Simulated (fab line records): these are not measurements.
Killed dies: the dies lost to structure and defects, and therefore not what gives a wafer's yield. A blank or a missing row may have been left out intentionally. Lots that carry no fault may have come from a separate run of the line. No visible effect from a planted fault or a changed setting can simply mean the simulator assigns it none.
fab line records -- flow nand-harc
[record] lots = 13, wafers = 39, last-day = 34
route steps=1302 shown A_STAIRCASE@819 A_BONDPAD@1225 HYBRID_BOND@1237 THIN_TSV@1280 END@1302
lots untouched by any fault: they come from a run of this same line in which no faults occurred
start-h: start of the lot's first displayed wafer, in hours after the record's first day -- wait-h: hours since the lot's step before -- " repeats the value in the row above -- L1.1+2: a single row standing in for several wafers -- - either no value or no given start -- * or withheld: withheld -- < > ~ a bound
route shown NAME@n: names a module that has steps shown in the file, with the first one's number in the route -- usual: the fault-free wafers' mean and standard deviation -- same: alike in all rows -- chamber/n: place in a boat -- sites: per-site readings -- _std_site: how widely they spread, as a standard deviation -- _edge_site: the outer-site mean with the inner-site mean subtracted -- radius-mm: how far each site lies from the wafer's centre -- mask NAME#n: copy n -- behind: the most recent tool/chamber to have shaped the wafer -- hold: reason for holding the lot/hours on hold/outcome of the hold -- device: transistor that didn't switch, given as n, p or np -- end of line: the same wafers' tests at the end of the route -- a step without rows: its recipe alone -- killed: dies lost to structure and defects at the first sort, not the wafer's yield -- map: a wafer's dies, marking killed ones x, the rest . and places with no die _
set.NAME: the setting as run; set.NAME@STEP: as run at that earlier step -- model.NAME: the simulator's own value behind a step, which no gauge read
steps of the route over a sample of lots; a table a step, a row a wafer
services: from which hour (start-h, from the record's first day; less than 0 if before it) a tool's chamber was out of use, for how many hours, and why
[[steps]]
[step NHARC_A_STAIRCASE_DEP_301]
[recipe] target-thk-a = 300, target-thk-nm = 30, temp-c = 400, pressure-torr = 3.5, flow-sccm = 200, rf-w = 350, material = SiON
[usual] heater-power-w = 755/92, rf-fwd-power-W = 348.5/1.1
lot.wafer,tool,chamber,start-h,wait-h,heater-power-w,rf-fwd-power-W
L994.1,pecvd-04,2,410.60,1.5,627,349.0
L994.2,pecvd-04,0,410.60,1.5,670,349.1
L994.4,pecvd-04,1,410.60,1.5,811,345.7
L995.2,pecvd-03,2,412.04,1.3,809,348.4
L995.4,pecvd-03,1,412.04,1.3,858,348.7
L995.6,pecvd-03,2,412.04,1.3,814,346.2
L996.3,pecvd-03,0,419.81,1.0,701,348.4
L996.2,pecvd-03,1,419.81,1.0,765,349.3
L996.6,pecvd-03,0,419.81,1.0,701,349.1
L998.3,pecvd-03,0,447.80,0.9,629,349.2
L998.6,pecvd-03,0,447.80,0.9,631,348.6
L998.4,pecvd-03,1,447.80,0.9,822,350.0
L102.4,pecvd-04,1,487.89,0.7,909,348.8
L102.6,pecvd-04,1,487.89,0.7,759,349.9
L102.5,pecvd-04,2,487.89,0.7,678,349.3
L105.3,pecvd-04,0,498.18,1.0,706,347.6
L105.6,pecvd-04,2,498.18,1.0,676,346.8
L105.5,pecvd-04,1,498.18,1.0,752,347.9
L106.3,pecvd-04,0,522.13,1.0,625,350.9
L106.4,pecvd-04,2,522.13,1.0,612,348.2
L106.6,pecvd-04,1,522.13,1.0,882,347.6
L107.2,pecvd-02,1,539.76,1.3,597,349.9
L107.3,pecvd-02,2,539.76,1.3,721,347.6
L107.6,pecvd-02,0,539.76,1.3,808,348.6
L108.2,pecvd-02,2,542.29,1.3,675,347.1
L108.1,pecvd-02,0,542.29,1.3,838,346.3
L108.6,pecvd-02,1,542.29,1.3,697,349.1
L109.2,pecvd-03,0,569.23,1.3,742,347.6
L109.3,pecvd-03,1,569.23,1.3,772,347.7
L109.6,pecvd-03,2,569.23,1.3,744,348.9
L113.2,pecvd-03,1,606.31,1.3,824,350.1
L113.1,pecvd-03,2,606.31,1.3,716,347.8
L113.5,pecvd-03,1,606.31,1.3,831,348.4
L112.1,pecvd-03,2,614.07,1.6,870,349.1
L112.2,pecvd-03,0,614.07,1.6,775,349.4
L112.5,pecvd-03,2,614.07,1.6,898,348.5
L114.3,pecvd-04,1,620.70,1.0,869,347.1
L114.1,pecvd-04,2,620.70,1.0,654,350.1
L114.4,pecvd-04,1,620.70,1.0,886,347.0
[step NHARC_A_BONDPAD_DEGAS_25]
[recipe] temp-c = 300, time-s = 60
[usual] heater-power-w = 481/65
lot.wafer,tool,chamber,start-h,wait-h,heater-power-w
L995.4,pvd-sputter-01,-,556.02,-,558
L995.2,pvd-sputter-01,-,556.02,-,412
L995.6,pvd-sputter-01,-,556.02,-,569
L994.4,pvd-sputter-03,-,556.52,-,572
L994.1,pvd-sputter-03,-,556.52,-,472
L994.2,pvd-sputter-03,-,556.52,-,417
L996.3,pvd-sputter-01,-,567.13,-,557
L996.2,pvd-sputter-01,-,567.13,-,399
L996.6,pvd-sputter-01,-,567.13,-,408
L998.3,pvd-sputter-01,-,593.36,-,424
L998.4,pvd-sputter-01,-,593.36,-,405
L998.6,pvd-sputter-01,-,593.36,-,542
L102.4,pvd-sputter-01,-,639.90,-,612
L102.6,pvd-sputter-01,-,639.90,-,405
L102.5,pvd-sputter-01,-,639.90,-,609
L105.3,pvd-sputter-03,-,647.15,-,479
L105.5,pvd-sputter-03,-,647.15,-,472
L105.6,pvd-sputter-03,-,647.15,-,416
L106.3,pvd-sputter-03,-,664.08,-,569
L106.4,pvd-sputter-03,-,664.08,-,484
L106.6,pvd-sputter-03,-,664.08,-,409
L108.2,pvd-sputter-01,-,690.11,-,421
L108.1,pvd-sputter-01,-,690.11,-,604
L108.6,pvd-sputter-01,-,690.11,-,416
L107.3,pvd-sputter-03,-,692.46,-,468
L107.2,pvd-sputter-03,-,692.46,-,419
L107.6,pvd-sputter-03,-,692.46,-,486
L109.3,pvd-sputter-03,-,714.67,-,441
L109.2,pvd-sputter-03,-,714.67,-,537
L109.6,pvd-sputter-03,-,714.67,-,459
L113.1,pvd-sputter-02,-,756.45,-,427
L113.2,pvd-sputter-02,-,756.45,-,492
L113.5,pvd-sputter-02,-,756.45,-,495
L112.2,pvd-sputter-02,-,765.20,-,433
L112.1,pvd-sputter-02,-,765.20,-,485
L112.5,pvd-sputter-02,-,765.20,-,427
L114.1,pvd-sputter-03,-,773.24,-,446
L114.3,pvd-sputter-03,-,773.24,-,542
L114.4,pvd-sputter-03,-,773.24,-,497
[step NHARC_HYBRID_BOND_ACTIVATE_00]
[recipe] time-s = 60, n2-flow-sccm = 200, ar-flow-sccm = 0, bias-power-w = 0, chemistry = N2
[usual] drypump-motor-current-A = 5.9/0.42, mfc-ar-sccm = 0.008/0.011, oes-product-au = 0.996/0.0089, rf-vpp-V = 64.1/0.88, showerhead-plenum-p-Torr = 1.76/0.088
lot.wafer,tool,chamber,start-h,wait-h,drypump-motor-current-A,mfc-ar-sccm,oes-product-au,rf-hours-counter-h,rf-vpp-V,showerhead-plenum-p-Torr
L995.2,rie-diel-10,1,557.72,0.1,5.9,0.026,1.002,10,63.1,1.64
L995.4,rie-diel-10,3,557.72,0.1,5.4,0.014,1.017,12,64.5,1.85
L995.6,rie-diel-10,0,557.72,0.1,6.5,0,0.997,-,62.5,1.72
L994.2,rie-diel-13,3,558.21,0.1,6.4,0.006,0.987,9,65.2,1.92
L994.4,rie-diel-13,0,558.21,0.1,6.1,0,1.000,9,64.4,1.74
L994.1,rie-diel-13,1,558.21,0.1,5.2,0,0.998,5,63.8,1.89
L996.3,rie-diel-10,1,568.80,0.1,5.9,0.026,1.000,11,64.9,1.64
L996.2,rie-diel-10,2,568.80,0.1,5.6,0,0.995,11,65.5,1.83
L996.6,rie-diel-10,1,568.80,0.1,5.9,0.026,1.002,-,62.5,1.64
L998.3,rie-diel-10,2,595.04,0.1,5.6,0,0.997,13,64.3,1.83
L998.4,rie-diel-10,0,595.04,0.1,6.5,0,1.004,13,63.3,1.72
L998.6,rie-diel-10,3,595.04,0.1,5.4,0.014,1.015,-,64.8,1.85
L102.4,rie-diel-10,0,641.64,0.1,6.5,0,0.999,-,64.3,1.72
L102.6,rie-diel-10,1,641.64,0.1,5.9,0.026,0.982,-,64.6,1.64
L102.5,rie-diel-10,2,641.64,0.1,5.6,0,1.008,-,63.4,1.83
L105.3,rie-diel-10,1,648.86,0.1,5.9,0.026,0.983,4,63.4,1.64
L105.6,rie-diel-10,3,648.86,0.1,5.4,0.014,0.985,-,65.0,1.85
L105.5,rie-diel-10,0,648.86,0.1,6.5,0,0.986,-,63.6,1.72
L106.3,rie-diel-10,0,665.77,0.1,6.5,0,0.996,4,65.8,1.72
L106.4,rie-diel-10,2,665.77,0.1,5.6,0,0.999,5,65.7,1.83
L106.6,rie-diel-10,0,665.77,0.1,6.5,0,0.998,-,63.5,1.72
L108.2,rie-diel-10,1,691.82,0.1,5.9,0.026,0.982,7,65.5,1.64
L108.1,rie-diel-10,2,691.82,0.1,5.6,0,1.004,8,64.2,1.83
L108.6,rie-diel-10,3,691.82,0.1,5.4,0.014,0.984,-,64.4,1.85
L107.3,rie-diel-10,0,694.20,0.1,6.5,0,0.999,6,64.7,1.72
L107.2,rie-diel-10,2,694.20,0.1,5.6,0,1.004,8,64.1,1.83
L107.6,rie-diel-10,3,694.20,0.1,5.4,0.014,0.993,-,65.1,1.85
L109.2,rie-diel-10,2,716.36,0.1,5.6,0,0.990,11,65.2,1.82
L109.3,rie-diel-10,0,716.36,0.1,6.5,0,0.998,9,63.9,1.72
L109.6,rie-diel-10,1,716.36,0.1,5.8,0.026,0.986,-,63.7,1.63
L113.1,rie-diel-10,0,758.41,0.1,6.5,0,1.004,13,62.1,1.72
L113.2,rie-diel-10,1,758.41,0.1,5.9,0.026,1.006,14,63.1,1.63
L113.5,rie-diel-10,1,758.41,0.1,5.9,0.026,1.012,-,62.5,1.63
L112.2,rie-diel-10,1,766.92,0.1,5.9,0.026,1.007,15,63.2,1.63
L112.1,rie-diel-10,0,766.92,0.1,6.5,0,0.997,13,64.2,1.72
L112.5,rie-diel-10,1,766.92,0.1,5.9,0.026,1.005,-,63.3,1.63
L114.1,rie-diel-13,2,774.94,0.1,5.6,0,0.995,17,66.0,1.79
L114.3,rie-diel-13,0,774.94,0.1,6.1,0,1.003,21,62.3,1.72
L114.4,rie-diel-13,1,774.94,0.1,5.1,0,1.000,20,64.1,1.86
[step NHARC_THIN_TSV_PRE_CLEAN_54]
[recipe] time-s = 30, temp-c = 280, gas = H2/He
[usual] heater-power-w = 414/52
lot.wafer,tool,chamber,start-h,wait-h,heater-power-w
L995.2,pvd-sputter-01,-,575.14,0.0,364
L995.4,pvd-sputter-01,-,575.14,0.0,360
L995.6,pvd-sputter-01,-,575.14,0.0,374
L994.2,pvd-sputter-01,-,577.41,0.0,489
L994.1,pvd-sputter-01,-,577.41,0.0,483
L994.4,pvd-sputter-01,-,577.41,0.0,351
L996.2,pvd-sputter-02,-,587.34,0.0,421
L996.3,pvd-sputter-02,-,587.34,0.0,387
L996.6,pvd-sputter-02,-,587.34,0.0,358
L998.3,pvd-sputter-02,-,612.19,0.0,360
L998.4,pvd-sputter-02,-,612.19,0.0,414
L998.6,pvd-sputter-02,-,612.19,0.0,359
L102.4,pvd-sputter-02,-,659.41,0.1,383
L102.6,pvd-sputter-02,-,659.41,0.1,398
L102.5,pvd-sputter-02,-,659.41,0.1,387
L105.3,pvd-sputter-02,-,662.71,0.1,393
L105.5,pvd-sputter-02,-,662.71,0.1,385
L105.6,pvd-sputter-02,-,662.71,0.1,393
L106.4,pvd-sputter-01,-,683.13,0.1,565
L106.3,pvd-sputter-01,-,683.13,0.1,371
L106.6,pvd-sputter-01,-,683.13,0.1,536
L108.2,pvd-sputter-02,-,710.51,0.1,433
L108.1,pvd-sputter-02,-,710.51,0.1,391
L108.6,pvd-sputter-02,-,710.51,0.1,438
L107.3,pvd-sputter-02,-,711.72,0.1,387
L107.2,pvd-sputter-02,-,711.72,0.1,395
L107.6,pvd-sputter-02,-,711.72,0.1,439
L109.2,pvd-sputter-01,-,732.69,0.1,363
L109.3,pvd-sputter-01,-,732.69,0.1,355
L109.6,pvd-sputter-01,-,732.69,0.1,534
L113.2,pvd-sputter-01,-,776.12,0.1,376
L113.1,pvd-sputter-01,-,776.12,0.1,484
L113.5,pvd-sputter-01,-,776.12,0.1,465
L112.2,pvd-sputter-02,-,784.94,0.1,373
L112.1,pvd-sputter-02,-,784.94,0.1,384
L112.5,pvd-sputter-02,-,784.94,0.1,380
L114.4,pvd-sputter-02,-,795.95,0.0,390
L114.1,pvd-sputter-02,-,795.95,0.0,382
L114.3,pvd-sputter-02,-,795.95,0.0,377
[step NHARC_END_SORT_01]
[recipe] temp-c = 25
[usual] killed-at-array = 52/17, killed-at-other = 0.9/1.2, killed-at-periphery = 3.9/2.7, killed-dies = 57/16, killed-open = 3.3/1.9, killed-short = 2.5/1.5
[same] gross-dies = 677
lot.wafer,tool,chamber,start-h,wait-h,killed-at-array,killed-at-other,killed-at-periphery,killed-dies,killed-open,killed-short
L105.3,prober-01,0,679.13,3.1,47,5,4,56,3,4
L105.5,prober-01,0,680.76,3.8,60,6,5,71,2,3
L105.6,prober-01,0,681.57,4.1,120,1,1,122,2,1
L106.3,prober-02,0,697.77,3.1,32,0,6,38,0,2
L106.4,prober-02,0,698.56,3.4,100,0,8,108,4,0
L106.6,prober-02,0,700.15,4.0,20,2,8,30,2,1
// killed by level:class
L105.3 A_CHANNEL_HOLE_D1:chamber-film-flake=24 A_CHANNEL_HOLE_D2:chamber-film-flake=7 THIN_TSV:chamber-film-flake=5 A_SLIT:chamber-film-flake=3 A_STAIRCASE:chamber-film-flake=3 A_ZERO_WELL:chamber-film-flake=2 A_CONTACT:chamber-film-flake=2 P_CONTACT:geometric-particle:short=1
L105.5 A_CHANNEL_HOLE_D1:chamber-film-flake=33 A_CHANNEL_HOLE_D2:chamber-film-flake=18 THIN_TSV:chamber-film-flake=5 A_SLIT:chamber-film-flake=3 P_M1:chamber-film-flake=2 P_M0:geometric-particle:short=1 A_ONON_D1:geometric-particle:open=1 A_DECK1_JOINT:geometric-particle:short=1
L105.6 A_STAIRCASE:unspecified=76 A_CHANNEL_HOLE_D1:chamber-film-flake=30 A_CHANNEL_HOLE_D2:chamber-film-flake=7 A_CONTACT:chamber-film-flake=2 P_CONTACT:geometric-particle:open=1 A_ONON_D1:geometric-particle:open=1 A_ONON_D1:geometric-particle:short=1 A_DECK1_JOINT:chamber-film-flake=1
L106.3 A_CHANNEL_HOLE_D1:chamber-film-flake=13 P_BONDPAD:chamber-film-flake=5 A_STAIRCASE:chamber-film-flake=5 A_SLIT:chamber-film-flake=5 A_CONTACT:chamber-film-flake=5 A_CHANNEL_FILL_D1:chamber-film-flake=2 A_ONON_D2:geometric-particle:short=1 A_WL_FILL:geometric-particle:short=1
L106.4 A_STAIRCASE:unspecified=81 P_BONDPAD:chamber-film-flake=6 A_CHANNEL_HOLE_D1:chamber-film-flake=4 A_CONTACT:chamber-film-flake=4 A_STAIRCASE:chamber-film-flake=3 A_SLIT:chamber-film-flake=2 A_DECK1_JOINT:geometric-particle:open=1 A_ONON_D2:geometric-particle:open=1
L106.6 A_CHANNEL_HOLE_D1:chamber-film-flake=6 P_BONDPAD:chamber-film-flake=4 A_SLIT:chamber-film-flake=4 A_CONTACT:chamber-film-flake=3 P_M0:chamber-film-flake=3 A_STAIRCASE:chamber-film-flake=3 THIN_TSV:chamber-film-flake=2 A_ONON_D2:geometric-particle:open=1
[[services]]
tool,chamber,start-h,hours,kind
pvd-sputter-01,-,387.88,9.1,repair
rie-diel-10,1,401.79,3.6,repair
pvd-sputter-01,-,404.05,10.0,pm
rie-diel-10,-,419.66,9.0,pm
pvd-sputter-03,-,458.75,7.7,repair
pvd-sputter-02,-,460.03,10.0,pm
pvd-sputter-01,-,485.56,4.9,repair
pecvd-03,-,510.83,1.3,repair
rie-diel-10,1,516.68,8.8,repair
pvd-sputter-01,-,548.25,1.6,repair
pvd-sputter-01,-,582.05,10.0,pm
rie-diel-10,-,592.51,0.8,repair
pvd-sputter-01,-,607.20,8.5,repair
rie-diel-10,0,618.59,9.7,repair
pvd-sputter-02,-,620.71,2.6,repair
pvd-sputter-02,-,628.47,4.1,repair
pvd-sputter-02,-,638.03,10.0,pm
rie-diel-10,3,638.93,8.3,repair
rie-diel-10,3,696.22,12.4,repair
rie-diel-10,3,713.10,5.8,repair
rie-diel-10,3,725.03,4.6,repair
pvd-sputter-01,-,743.73,3.5,repair
pvd-sputter-01,-,760.05,10.0,pm
rie-diel-10,-,773.66,9.0,pm
[[key]]
[first-sign] step = NHARC_END_SORT_01, reading = killed-dies, direction = up, sigmas = 3.6, usual = 57, struck = 115
[effect] step = NHARC_END_SORT_01, reading = killed-at-array, direction = up, sigmas = 3.5, usual = 52, struck = 110
[more-kills-born-at] NHARC_A_STAIRCASE_DEP_301@pecvd-04 = 157
met-at NHARC_A_STAIRCASE_DEP_301
struck-lots L105,L106
struck-wafers L105.6,L106.4
tester-left-out L105,L106
not-acting-at NHARC_A_BONDPAD_DEGAS_25,NHARC_HYBRID_BOND_ACTIVATE_00,NHARC_THIN_TSV_PRE_CLEAN_54
onset-between 487.89 498.18
[fault] kind = chamber-particle-source, tool = pecvd-04, chamber = 2, onset-h = 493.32, steps = NHARC_A_STAIRCASE_DEP_301, rate-per-visit-cm2 = 0.75657, end-h = 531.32
// tester-left-out: of these lots the tester's yield and bins aren't shown, on N5 and GAA mostly nor the transistor test; their killed dies are dies lost to structure and defects alone, not to doping, threshold or leakage, so they don't give the yield
